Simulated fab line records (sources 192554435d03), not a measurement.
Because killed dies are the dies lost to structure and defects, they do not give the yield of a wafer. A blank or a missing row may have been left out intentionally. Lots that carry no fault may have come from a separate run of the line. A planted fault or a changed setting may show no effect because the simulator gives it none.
fab line records	flow n5-finfet
record: lots: 7	wafers: 21	last-day: 17
route steps=1938 shown WELL_APT@20 BEOL_M4@1111 PASSIVATION@1936
lots that met no fault: taken from a fault-free run of the same line
start-h: start of the lot's first displayed wafer, in hours after the record's first day	wait-h: hours elapsed since this lot's preceding step	" same as the row above	L1.1+2: a single row standing in for several wafers	- either no value or no given start	* or withheld: withheld	< > ~ a bound
route shown NAME@n: NAME is a module with steps in the file, n the number in the route of the first one	usual: mean/standard deviation of fault-free wafers	same: alike in all rows	chamber/n: place in a boat	sites: readings site by site	_std_site: standard deviation of those values	_edge_site: the outer-site mean with the inner-site mean subtracted	radius-mm: how far each site lies from the wafer's centre	mask NAME#n: copy n	behind: the last tool/chamber to shape the wafer	hold: reason for holding the lot/hours on hold/outcome of the hold	device: transistor that didn't switch, given as n, p or np	end of line: the tests these same wafers got at the end of their route	a step given without rows: its recipe and nothing more	killed: at the first sort, the dies lost to defects and structure; wafer yield is something else	map: a wafer's dies, x killed, . not, _ none there
set.NAME: setting as actually run; set.NAME@STEP: the setting as run at that earlier step	model.NAME: the simulator's own value behind a step, which no gauge read
certain route steps with their lots: each step a table, each wafer a row
services: from which hour (start-h, from the record's first day; less than 0 if before it) a tool's chamber was out of use, for how many hours, and why
== steps ==
step: N5_WELL_APT_HMDS_01
recipe: time-s: 60	temp-c: 120
step: N5_WELL_APT_COAT_02
recipe: spin-rpm: 1357	resist-thk-nm: 950
step: N5_WELL_APT_EBR_04
recipe: solvent: PGMEA	ebr-width-mm: 1.5
step: N5_WELL_APT_SOFTBAKE_03
recipe: temp-c: 130	time-s: 60
step: N5_WELL_APT_EXPOSE_05
recipe: mask-id: NWELL	na: 0.8	source-shape: conventional	sigma-outer: 0.8	polarization: unpolarized	defocus-nm: 0	target-cd-nm: 200	dose-mj: 20.3
step: N5_WELL_APT_PEB_06
recipe: peb-temp-c: 130	peb-time-s: 90
step: N5_WELL_APT_DEVELOP_07
recipe: develop-time-s: 45	rinse-liquid: surfactant-rinse	dry: air-spin	dev-temp-c: 21
step: N5_WELL_APT_HARDBAKE_12
recipe: temp-c: 130	time-s: 120
step: N5_WELL_APT_CD_MEAS_08
recipe: target-cd-nm: 200	landing-energy-ev: 500	detector: se-inlens
usual: cd-nm: 199.5/1.6
lot.wafer	tool	chamber	start-h	wait-h	cd-nm
L701.1	cd-sem-01	0	25.56	-	200.5
L701.2	"	0	"	"	201.3
L701.4	"	0	"	"	199.9
L704.2	cd-sem-03	0	43.69	-	200.3
L704.3	"	0	"	"	202.1
L704.6	"	0	"	"	199.0
L706.3	cd-sem-03	0	55.56	-	198.3
L706.4	"	0	"	"	197.4
L706.6	"	0	"	"	198.0
L709.2	cd-sem-02	0	73.68	-	199.4
L709.4	"	0	"	"	201.9
L709.6	"	0	"	"	202.0
L710.1	cd-sem-01	0	79.56	-	198.7
L710.2	"	0	"	"	201.1
L710.6	"	0	"	"	200.1
L713.1	cd-sem-02	0	98.51	-	199.0
L713.4	"	0	"	"	199.2
L713.5	"	0	"	"	199.8
L718.1	cd-sem-02	0	127.91	-	202.2
L718.5	"	0	"	"	203.1
L718.6	"	0	"	"	200.0
step: N5_WELL_APT_OVL_MEAS_09
recipe: points-per-wafer: 44
usual: NWELL_OVL: -3/5.1
lot.wafer	tool	chamber	start-h	wait-h	NWELL_OVL[nm]
L701.1	overlay-01	0	25.59	0.0	-5
L701.2	"	0	"	"	-3
L701.4	"	0	"	"	-4
L704.2	overlay-02	0	43.72	0.0	5
L704.3	"	0	"	"	5
L704.6	"	0	"	"	1
L706.3	overlay-02	0	55.59	0.0	-9
L706.4	"	0	"	"	-5
L706.6	"	0	"	"	-1
L709.2	overlay-02	0	73.71	0.0	7
L709.4	"	0	"	"	2
L709.6	"	0	"	"	3
L710.1	overlay-01	0	79.59	0.0	-8
L710.2	"	0	"	"	0
L710.6	"	0	"	"	-6
L713.1	overlay-01	0	98.54	0.0	4
L713.4	"	0	"	"	5
L713.5	"	0	"	"	2
L718.1	overlay-01	0	127.94	0.0	-5
L718.5	"	0	"	"	-4
L718.6	"	0	"	"	5
step: N5_WELL_APT_INSPECT_10
recipe: mode: adi	inspect-instrument: macro
usual: raw-defect-count: 2.2/1.4
lot.wafer	tool	chamber	start-h	wait-h	raw-defect-count
L701.1	defect-inspect-02	-	25.61	0.0	6
L701.2	"	-	"	"	3
L701.4	"	-	"	"	2
L704.2	defect-inspect-02	-	43.75	0.0	0
L704.3	"	-	"	"	2
L704.6	"	-	"	"	0
L706.3	defect-inspect-02	-	55.62	0.0	5
L706.4	"	-	"	"	2
L706.6	"	-	"	"	3
L709.2	defect-inspect-02	-	73.73	0.0	2
L709.4	"	-	"	"	3
L709.6	"	-	"	"	0
L710.1	defect-inspect-01	-	79.62	0.0	1
L710.2	"	-	"	"	1
L710.6	"	-	"	"	2
L713.1	defect-inspect-02	-	98.56	0.0	4
L713.4	"	-	"	"	0
L713.5	"	-	"	"	2
L718.1	defect-inspect-02	-	127.96	0.0	3
L718.5	"	-	"	"	4
L718.6	"	-	"	"	4
step: N5_WELL_APT_DESCUM_13
recipe: chemistry: O2	time-s: 7.9	source-power-w: 50	bias-power-w: 20	pressure-mtorr: 20	rf-frequency-hz: 2.712e+07	temp-c: 40	o2-flow-sccm: 225
usual: drypump-motor-current-A: 5.9/0.55	oes-product-au: 0.77/0.076	rf-vpp-V: 242.9/1.3	showerhead-plenum-p-Torr: 2.08/0.068	throttle-valve-pct: 20.41/0.17
lot.wafer	tool	chamber	start-h	wait-h	drypump-motor-current-A	oes-product-au	rf-hours-counter-h	rf-vpp-V	showerhead-plenum-p-Torr	throttle-valve-pct
L701.1	rie-diel-06	0	25.64	0.0	6.4	0.77	112	241.1	2.03	20.62
L701.2	"	1	"	"	5.8	0.69	203	244.2	2.17	20.45
L701.4	"	0	"	"	6.4	0.77	-	240.6	2.03	20.63
L704.2	rie-diel-01	2	43.78	0.0	6.7	0.81	119	243.6	2.12	20.40
L704.3	"	3	"	"	5.9	0.72	208	244.1	2.15	20.27
L704.6	"	3	"	"	5.9	0.72	-	242.8	2.15	20.26
L706.3	rie-diel-05	3	55.82	0.2	6.7	0.76	159	241.1	1.99	20.49
L706.4	"	0	"	"	5.3	0.72	179	242.3	2.18	20.48
L706.6	"	1	"	"	6.0	0.93	-	241.1	2.07	20.52
L709.2	rie-diel-05	3	73.77	0.0	6.7	0.74	167	242.5	1.99	20.50
L709.4	"	1	"	"	6.0	0.91	25	242.7	2.06	20.51
L709.6	"	1	"	"	6.0	0.90	-	242.6	2.06	20.52
L710.1	rie-diel-06	2	79.76	0.1	5.3	0.89	28	242.3	2.03	19.99
L710.2	"	3	"	"	4.8	0.80	98	242.3	2.02	20.21
L710.6	"	3	"	"	4.8	0.80	-	242.6	2.02	20.21
L713.1	rie-diel-05	0	98.60	0.0	5.3	0.68	195	244.3	2.18	20.52
L713.4	"	3	"	"	6.7	0.74	175	242.0	1.99	20.50
L713.5	"	2	"	"	5.6	0.80	-	242.9	2.11	20.42
L718.1	rie-diel-06	0	128.80	0.8	6.5	0.74	143	242.6	2.02	20.67
L718.5	"	3	"	"	4.8	0.78	-	242.3	2.01	20.25
L718.6	"	0	"	"	6.4	0.75	-	241.4	2.02	20.66
step: N5_WELL_APT_IMPLANT_14
recipe: species: P	energy-kev: 160	dose-cm2: 1.5e+13	tilt-deg: 0	rotation-deg: 0
usual: dose-ions-cm2: 1.5001e+13/1.6e+10	rotation-deg: -0.002/0.022
lot.wafer	tool	chamber	start-h	wait-h	dose-ions-cm2	rotation-deg
L701.1	implanter-02	0	25.74	0.1	1.5006e+13	-0.007
L701.2	"	0	"	"	1.4977e+13	-0.054
L701.4	"	0	"	"	1.5014e+13	-0.016
L704.2	implanter-01	0	43.91	0.1	1.4992e+13	-0.037
L704.3	"	0	"	"	1.4996e+13	-0.015
L704.6	"	0	"	"	1.4997e+13	-0.012
L704.2	implanter-01	0	44.29	0.3	1.5e+13	-0.015
L704.3	"	0	"	"	1.501e+13	-0.025
L704.6	"	0	"	"	1.4996e+13	-0.033
L706.3	implanter-02	0	55.98	0.1	1.5003e+13	0.061
L706.4	"	0	"	"	1.5006e+13	0.001
L706.6	"	0	"	"	1.5002e+13	0.029
L706.3	implanter-02	0	56.36	0.3	1.4989e+13	0.010
L706.4	"	0	"	"	1.5009e+13	0.010
L706.6	"	0	"	"	1.4996e+13	0.004
L709.2	implanter-01	0	73.90	0.1	1.4991e+13	-0.029
L709.4	"	0	"	"	1.5004e+13	-0.018
L709.6	"	0	"	"	1.5012e+13	-0.027
L710.1	implanter-01	0	79.86	0.1	1.5029e+13	0.005
L710.2	"	0	"	"	1.4986e+13	0.010
L710.6	"	0	"	"	1.4993e+13	0.011
L710.1	implanter-01	0	80.24	0.3	1.5008e+13	-0.033
L710.2	"	0	"	"	1.5015e+13	0.008
L710.6	"	0	"	"	1.5021e+13	0.006
L713.1	implanter-01	0	98.69	0.1	1.5011e+13	0.026
L713.4	"	0	"	"	1.4993e+13	-0.007
L713.5	"	0	"	"	1.4975e+13	0.024
L718.1	implanter-02	0	128.90	0.1	1.4992e+13	0.021
L718.5	"	0	"	"	1.4957e+13	0.002
L718.6	"	0	"	"	1.499e+13	-0.009
step: N5_WELL_APT_IMPLANT_15
recipe: species: As	energy-kev: 25	dose-cm2: 1.5e+13	tilt-deg: 0	rotation-deg: 0
step: N5_BEOL_M4_RC_MEAS_101
usual: DIBL_N: 36.5/2	DIBL_P: 36.5/2.3	IOFF_N: 0.16/0.036	IOFF_P: 0.21/0.037	ION_N: 672/12	ION_P: 459/7.1	SS_N: 71.6/0.73	SS_P: 73.4/0.76	VT_N: 250/3.3	VT_P: -250.5/2.9
lot.wafer	tool	chamber	start-h	wait-h	DIBL_N[mV/V]	DIBL_P[mV/V]	IOFF_N[nA/um]	IOFF_P[nA/um]	ION_N[uA/um]	ION_P[uA/um]	SS_N[mV/dec]	SS_P[mV/dec]	VT_N[mV]	VT_P[mV]
L701.1	prober-01	0	186.23	0.0	35.3	33.7	0.12	0.17	656	450	70.8	72.3	253	-253.3
L701.2	"	0	"	"	38.8	37.1	0.19	0.23	669	453	71.4	73.3	246	-249.2
L701.4	"	0	"	"	34.1	31.7	0.11	0.15	666	463	70.5	71.3	253	-252.2
L704.2	prober-01	0	195.08	0.2	33.8	33.6	0.12	0.17	663	459	70.6	72.7	254	-252.6
L704.3	"	0	"	"	33.8	33.8	0.13	0.18	676	461	70.0	73.0	251	-252.3
L704.6	"	0	"	"	34.6	33.9	0.13	0.17	670	459	70.1	73.0	255	-252.6
L706.3	prober-01	0	223.63	0.3	32.9	33.1	0.10	0.15	651	450	70.4	72.3	255	-253.9
L706.4	"	0	"	"	38.1	38.9	0.19	0.24	676	461	72.7	73.7	248	-247.5
L706.6	"	0	"	"	35.0	34.4	0.13	0.17	664	453	71.4	73.5	254	-252.8
L709.2	prober-01	0	230.02	0.2	36.3	37.2	0.16	0.21	665	459	71.8	73.7	253	-249.4
L709.4	"	0	"	"	34.7	35.6	0.14	0.20	671	463	71.6	72.3	252	-250.4
L709.6	"	0	"	"	37.3	37.0	0.18	0.23	652	449	72.4	73.4	252	-250.0
L713.1	prober-02	0	257.60	0.0	40.6	41.6	0.23	0.31	680	466	72.2	74.7	245	-246.1
L713.4	"	0	"	"	40.2	39.0	0.21	0.25	649	444	73.9	73.9	249	-250.4
L713.5	"	0	"	"	37.8	38.2	0.16	0.24	648	452	72.4	73.2	254	-251.2
L710.1	prober-02	0	260.12	0.0	35.6	35.9	0.14	0.20	674	461	70.8	73.1	252	-249.7
L710.2	"	0	"	"	35.6	34.9	0.14	0.19	664	462	70.7	73.2	252	-251.4
L710.6	"	0	"	"	36.0	35.6	0.15	0.21	667	464	71.2	72.3	250	-248.3
L718.1	prober-02	0	296.59	0.0	35.8	37.0	0.17	0.20	682	463	71.3	73.9	250	-251.0
L718.5	"	0	"	"	35.6	37.3	0.17	0.21	678	469	71.5	73.3	248	-248.7
L718.6	"	0	"	"	33.9	34.6	0.13	0.17	667	456	71.1	73.0	252	-255.2
step: N5_PASSIVATION_PROBE_49
usual: defect-limited-yield: 91.4/1.4	killed_at_M0_to_M3: 33/11	killed_at_M4_up: 13/5.3	killed-at-contacts: 13/6.1	killed-at-front-end: 40/11	killed-at-other: 2.9/2.7	killed-dies: 102/17	killed-open: 68/13	killed-short: 32/7.5	sort_bin_5_function: 5.1/0.98	sort_bin_6_memory: 3.2/0.69	sort_bin_8_speed: 0.1/1.1	sort-n-pass: 1077/21	sort-yield-pct: 91.3/1.7
same: gross-dies: 1180	killed-at-back-side: 0	sort_bin_4_leakage[%]: 0
lot.wafer	tool	chamber	start-h	wait-h	defect-limited-yield[%]	killed_at_M0_to_M3	killed_at_M4_up	killed-at-contacts	killed-at-front-end	killed-at-other	killed-dies	killed-open	killed-short	sort_bin_5_function[%]	sort_bin_6_memory[%]	sort_bin_8_speed[%]	sort-n-pass	sort-yield-pct[%]
L704.2	prober-02	-	316.22	0.1	88.2	32	14	18	73	2	139	101	37	7.2	4.3	0	1041	88.2
L704.3	prober-02	-	316.27	0.1	91.0	25	12	10	51	8	106	68	37	5.5	3.1	0	1074	91.0
L704.6	prober-02	-	316.42	0.3	89.0	55	6	12	55	2	130	97	33	6.8	4.2	0	1050	89.0
L706.3	prober-02	-	340.63	0.1	91.5	48	7	4	40	1	100	61	37	5.7	2.5	0	1080	91.5
L706.4	prober-02	-	340.68	0.2	88.6	44	17	19	52	2	134	86	47	6.9	3.9	0	1046	88.6
L709.2	prober-01	-	343.61	0.1	92.5	26	17	25	21	0	89	66	21	4.4	3.1	0	1091	92.5
L709.4	prober-01	-	343.71	0.2	92.5	21	10	25	30	3	89	58	30	5.1	1.9	0	1091	92.5
L709.6	prober-01	-	343.81	0.3	93.0	16	16	19	31	1	83	53	28	4.4	2.4	0	1097	93.0
L710.1	prober-02	-	390.28	0.0	92.0	34	8	18	30	4	94	65	28	4.6	3.1	0	1086	92.0
L710.2	prober-02	-	390.33	0.1	92.8	31	6	9	36	3	85	55	25	3.6	3.1	0	1095	92.8
L710.6	prober-02	-	390.53	0.3	90.0	58	4	17	37	2	118	69	48	5.3	4.4	0	1062	90.0
killed by level:class
L704.2 FIN_SAQP:geometric-particle:open=27 STI_FIN_REVEAL:geometric-particle:open=17 MOL_CONTACT_COAG:geometric-particle:open=15 FIN_SAQP:geometric-particle:short=10 BEOL_M2:geometric-particle:open=9 BEOL_M3:geometric-particle:open=7 DUMMY_GATE:geometric-particle:open=5 BEOL_M0_SAQP:geometric-particle:short=5
L704.3 FIN_SAQP:geometric-particle:open=22 BEOL_M0_SAQP:geometric-particle:open=9 STI_FIN_REVEAL:geometric-particle:open=7 FIN_SAQP:geometric-particle:short=6 BEOL_M0_SAQP:geometric-particle:short=6 MOL_CONTACT_COAG:geometric-particle:open=5 MOL_CONTACT_COAG:geometric-particle:short=5 BEOL_M4:geometric-particle:short=4
L704.6 STI_FIN_REVEAL:geometric-particle:open=18 BEOL_M2:geometric-particle:open=16 BEOL_M0_SAQP:geometric-particle:open=14 MOL_CONTACT_COAG:geometric-particle:open=11 GATE_CUT:geometric-particle:short=7 BEOL_M2:geometric-particle:short=7 BEOL_M3:geometric-particle:open=7 FIN_SAQP:geometric-particle:open=6
L706.3 BEOL_M0_SAQP:geometric-particle:open=14 STI_FIN_REVEAL:geometric-particle:open=9 BEOL_M1:geometric-particle:open=8 BEOL_M3:geometric-particle:open=8 GATE_CUT:geometric-particle:short=7 BEOL_M0_SAQP:geometric-particle:short=7 FIN_SAQP:geometric-particle:open=6 FIN_SAQP:geometric-particle:short=6
L706.4 MOL_CONTACT_COAG:geometric-particle:open=15 BEOL_M2:geometric-particle:open=14 STI_FIN_REVEAL:geometric-particle:open=12 FIN_SAQP:geometric-particle:open=11 FIN_SAQP:geometric-particle:short=10 BEOL_M0_SAQP:geometric-particle:short=9 BEOL_M0_SAQP:geometric-particle:open=9 BEOL_M4:geometric-particle:open=7
L709.2 MOL_CONTACT_COAG:geometric-particle:open=21 BEOL_M0_SAQP:geometric-particle:open=9 BEOL_M1:geometric-particle:open=7 BEOL_M0_SAQP:geometric-particle:short=5 FIN_SAQP:geometric-particle:open=4 MOL_CONTACT_COAG:geometric-particle:short=4 BEOL_M11:geometric-particle:open=4 DUMMY_GATE:geometric-particle:open=3
L709.4 MOL_CONTACT_COAG:geometric-particle:open=20 FIN_SAQP:geometric-particle:short=10 BEOL_M2:geometric-particle:open=8 GATE_CUT:geometric-particle:short=6 MOL_CONTACT_COAG:geometric-particle:short=5 BEOL_M3:geometric-particle:open=4 FIN_SAQP:geometric-particle:open=3 STI_FIN_REVEAL:geometric-particle:open=3
L709.6 MOL_CONTACT_COAG:geometric-particle:open=17 FIN_SAQP:geometric-particle:short=7 BEOL_M4:geometric-particle:short=6 BEOL_M4:geometric-particle:open=6 DUMMY_GATE:geometric-particle:open=5 FIN_SAQP:geometric-particle:open=4 BEOL_M3:geometric-particle:open=4 STI_FIN_REVEAL:geometric-particle:short=3
L710.1 MOL_CONTACT_COAG:geometric-particle:open=16 BEOL_M0_SAQP:geometric-particle:open=15 FIN_SAQP:geometric-particle:open=7 BEOL_M0_SAQP:geometric-particle:short=7 FIN_SAQP:geometric-particle:short=6 BEOL_M2:geometric-particle:open=6 BEOL_M7:geometric-particle:open=5 STI_FIN_REVEAL:geometric-particle:open=4
L710.2 BEOL_M0_SAQP:geometric-particle:open=13 FIN_SAQP:geometric-particle:open=9 MOL_CONTACT_COAG:geometric-particle:open=7 BEOL_M0_SAQP:geometric-particle:short=7 FIN_SAQP:geometric-particle:short=5 GATE_CUT:geometric-particle:open=5 GATE_CUT:geometric-particle:short=4 BEOL_M1:geometric-particle:open=4
L710.6 BEOL_M0_SAQP:geometric-particle:open=17 BEOL_M0_SAQP:geometric-particle:short=14 MOL_CONTACT_COAG:geometric-particle:open=9 GATE_CUT:geometric-particle:short=8 FIN_SAQP:geometric-particle:open=7 MOL_CONTACT_COAG:geometric-particle:short=7 BEOL_M2:geometric-particle:open=6 BEOL_M0:geometric-particle:open=5
== services ==
tool	chamber	start-h	hours	kind
rie-diel-01	-	4.82	4.3	pm
implanter-01	-	9.70	2.8	pm
rie-diel-06	3	11.49	25.0	repair
rie-diel-05	3	37.37	5.1	repair
rie-diel-01	1	47.72	5.8	repair
rie-diel-06	3	48.71	11.7	repair
rie-diel-06	-	52.18	15.6	pm
rie-diel-06	1	78.17	4.5	repair
rie-diel-05	-	88.48	0.2	repair
rie-diel-05	2	106.14	16.1	repair
rie-diel-05	1	116.27	3.7	repair
rie-diel-06	2	128.59	2.3	repair
== key ==
first-sign: step: N5_WELL_APT_IMPLANT_14	reading: visit	direction: added
effect none on later readings
met-at N5_WELL_APT_IMPLANT_14
struck-wafers L704.2,L704.3,L704.6,L706.3,L706.4,L706.6,L710.1,L710.2,L710.6
fault: kind: repeated-step-whole	tool: implanter-01,implanter-02	chamber: -	onset-h: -	steps: N5_WELL_APT_IMPLANT_14	times: 1	scope: struck-lots-only
